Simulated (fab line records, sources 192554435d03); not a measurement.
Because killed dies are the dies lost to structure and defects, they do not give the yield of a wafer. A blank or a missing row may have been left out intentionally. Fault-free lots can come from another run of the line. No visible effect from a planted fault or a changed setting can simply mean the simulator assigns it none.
Matching of chambers | flow n5Finfet | N5_BEOL_M13_DESCUM_15 on rieDiel-04 has 4 sister chambers
The step chemistry O2, time 7.9 s. 24 wafers are shown with their chamber, then 12 later ones without.

== EACH WAFER AND ITS CHAMBER ==
wafer  | chamber | throttleValvePct (%) | drypumpMotorCurrentA (A) | oesProductAu (a.u.)
L078.1 | 0       | 20.06                | 6.1                      | 0.82
L078.2 | 3       | 20.80                | 5.3                      | 0.72
L078.3 | 2       | 20.33                | 6.4                      | 0.96
L078.4 | 1       | 20.38                | 6.3                      | 0.72
L078.5 | 0       | 20.07                | 6.0                      | 0.82
L078.6 | 1       | 20.38                | 6.3                      | 0.72
L080.1 | 0       | 20.06                | 6.1                      | 0.81
L080.3 | 1       | 20.38                | 6.3                      | 0.71
L080.4 | 0       | 20.07                | 6.1                      | 0.83
L079.2 | 0       | 20.06                | 6.1                      | 0.81
L079.3 | 3       | 20.80                | 5.3                      | 0.72
L079.4 | 3       | 20.79                | 5.3                      | 0.72
L086.1 | 0       | 20.07                | 6.1                      | 0.80
L086.2 | 3       | 20.81                | 5.3                      | 0.71
L086.3 | 2       | 20.33                | 6.4                      | 0.92
L086.4 | 1       | 20.37                | 6.3                      | 0.71
L086.5 | 3       | 20.81                | 5.3                      | 0.70
L086.6 | 2       | 20.32                | 6.4                      | 0.93
L090.2 | 0       | 20.08                | 6.1                      | 0.81
L090.4 | 2       | 20.32                | 6.4                      | 0.92
L090.6 | 0       | 20.07                | 6.1                      | 0.81
L092.4 | 2       | 20.36                | 6.4                      | 0.90
L092.5 | 0       | 20.09                | 6.1                      | 0.80
L092.6 | 3       | 20.82                | 5.4                      | 0.71

SIGNATURES, as means of the wafers listed above
reading              | chamber 0 | chamber 1 | chamber 2 | chamber 3 | scatter within a chamber
throttleValvePct     | 20.0700   | 20.3775   | 20.3320   | 20.8050   | 0.0112
drypumpMotorCurrentA | 6.089     | 6.300     | 6.400     | 5.317     | 0.0293
oesProductAu         | 0.8122    | 0.7150    | 0.9260    | 0.7133    | 0.0125
Rule: for a wafer and a chamber, the distance is found by dividing, reading by reading, the gap between the wafer's reading and the chamber's mean by the reading's scatter, squaring, summing and taking the root. If the next closest chamber is less than 2 further off than the closest, the wafer can't be placed; otherwise it belongs to the closest. The scatter: take each reading less its chamber's mean, square it, sum over the shown wafers, divide by the number of wafers less the number of chambers, and take the root.

== WAFERS MISSING THEIR CHAMBER ==
wafer  | throttleValvePct (%) | drypumpMotorCurrentA (A) | oesProductAu (a.u.)
L093.1 | 20.09                | 6.1                      | 0.80
L093.2 | 20.35                | 6.4                      | 0.90
L093.3 | 20.41                | 6.3                      | 0.71
L093.4 | 20.82                | 5.4                      | 0.71
L093.5 | 20.41                | 6.4                      | 0.70
L093.6 | 20.12                | 6.1                      | 0.80
L094.1 | 20.82                | 5.3                      | 0.71
L094.2 | 20.36                | 6.4                      | 0.89
L094.3 | 20.10                | 6.1                      | 0.79
L094.4 | 20.41                | 6.4                      | 0.70
L094.5 | 20.36                | 6.4                      | 0.90
L094.6 | 20.42                | 6.3                      | 0.70

== WHICH CHAMBER EACH WENT THROUGH ==
wafer  | from the rows above | in truth
L093.1 | 0                   | 0
L093.2 | 2                   | 2
L093.3 | 1                   | 1
L093.4 | 3                   | 3
L093.5 | 1                   | 1
L093.6 | 0                   | 0
L094.1 | 3                   | 3
L094.2 | 2                   | 2
L094.3 | 0                   | 0
L094.4 | 1                   | 1
L094.5 | 2                   | 2
L094.6 | 1                   | 1
Correct placement for 12 of the 12. Left unplaced by these rows: 0. Number placed wrongly: 0.
